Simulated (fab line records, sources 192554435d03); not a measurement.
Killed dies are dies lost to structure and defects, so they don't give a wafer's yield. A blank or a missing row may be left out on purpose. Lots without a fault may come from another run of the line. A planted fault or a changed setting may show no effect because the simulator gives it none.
A struck lot beside a sound one | flow n5_finfet | 16 steps out of a route of 1938
Sound: wafers L337.1, L337.4, L337.6. Struck: wafers L343.1, L343.3, L343.6. The cause comes at the end.
At each step with rows: each side's tool, then ch and its chambers, then its first start. Under that, the readings that differ: sound wafers | struck wafers | difference of the means | sigmas: that difference in standard deviations of wafers without a fault.
alike: readings whose means differ by less than 2 such deviations, and words and numbers that are the same on both sides. not compared: withheld readings, readings that some wafer has no value for, bounds like >300 that may hide the same value, and numbers for which the record gives no deviation and whose values overlap.
The two part at a step that has a row with sigmas, a row that says differs or no value, or rows on one side only. Numbers that don't overlap but have no deviation are shown without sigmas and don't part them. A reading that every wafer of one side lacks parts them only if that side has two wafers or more.

N5_BEOL_M3_SPUTTER_79: material Cu, target thk 4.5 nm, time 8.29 s.
  sound on pvd_sputter-01, day 8 06:57; struck on pvd_sputter-02, day 9 13:55
  alike: chamber_pressure_pa, chuck_gas_flow_sccm, throttle_valve_pct
N5_BEOL_M3_ANNEAL_80: time 240 s.
  sound on pvd_sputter-01, day 8 07:02; struck on pvd_sputter-02, day 9 13:59
  alike: heater_power_w
then, 4 steps without rows for these wafers: N5_BEOL_M3_SPUTTER_81 (material Cu, target thk 4.5 nm, time 8.29 s); N5_BEOL_M3_ANNEAL_82 (time 240 s); N5_BEOL_M3_SPUTTER_86 (material Cu, target thk 4.5 nm, time 8.29 s); N5_BEOL_M3_ANNEAL_87 (time 240 s).
N5_BEOL_M3_SPUTTER_88: material Cu, target thk 4.5 nm, time 8.29 s.
  sound on pvd_sputter-01, day 8 07:37; struck on pvd_sputter-02, day 9 14:34
  alike: chamber_pressure_pa, chuck_gas_flow_sccm, throttle_valve_pct
then, 3 steps without rows for these wafers: N5_BEOL_M3_ANNEAL_89 (time 240 s); N5_BEOL_M3_SPUTTER_90 (material Cu, target thk 4.5 nm, time 8.29 s); N5_BEOL_M3_ANNEAL_91 (time 240 s).
N5_BEOL_M3_SPUTTER_92: material Cu, target thk 4.5 nm, time 8.29 s.
  sound on pvd_sputter-01, day 8 08:03; struck on pvd_sputter-02, day 9 15:01
  alike: chamber_pressure_pa, chuck_gas_flow_sccm, throttle_valve_pct
then, 1 step without rows for these wafers: N5_BEOL_M3_ANNEAL_93 (time 240 s).
N5_BEOL_M3_SPUTTER_94: material Cu, target thk 4.5 nm, time 8.29 s.
  sound on pvd_sputter-01, day 8 08:16; struck on pvd_sputter-02, day 9 15:14
  no value came back on the struck wafers for chamber_pressure_pa (Pa), chuck_gas_flow_sccm (sccm), throttle_valve_pct (%); on the sound wafers chamber_pressure_pa (Pa) reads 0.07019 0.06996 0.06993
N5_BEOL_M3_ANNEAL_95: time 240 s.
  sound on pvd_sputter-01, day 8 08:21; struck on pvd_sputter-02, day 9 15:19
  alike: heater_power_w
N5_BEOL_M4_RC_MEAS_101:
  sound on prober-01 ch 0, day 8 22:21; struck on prober-01 ch 0, day 10 08:13
  alike: DIBL_N, DIBL_P, IOFF_N, IOFF_P, ION_N, ION_P, SS_N, SS_P, VT_N, VT_P
-- the record jumps here: 4 days lie between the struck wafers' starts before and after (it left off in module BEOL_M4 and takes up again in module PASSIVATION, whose first step shown is number 1936 of the route) --
N5_PASSIVATION_PROBE_49:
  sound on prober-02, day 13 07:41; struck on prober-01, day 14 12:34
  reading              | sound   | struck | difference | sigmas
  sort_bin_8_speed (%) | 0 4.3 0 | 0 0 0  | -1         | -4
  alike: defect_limited_yield, killed_at_M0_to_M3, killed_at_M4_up, killed_at_contacts, killed_at_front_end, killed_at_other, killed_dies, killed_open, killed_short, sort_bin_4_leakage, sort_bin_5_function, sort_bin_6_memory, sort_n_pass, sort_yield_pct

WHERE THEY PART
First at N5_BEOL_M3_SPUTTER_94; last, within this record, at N5_PASSIVATION_PROBE_49.

WHY: what the simulator had put in
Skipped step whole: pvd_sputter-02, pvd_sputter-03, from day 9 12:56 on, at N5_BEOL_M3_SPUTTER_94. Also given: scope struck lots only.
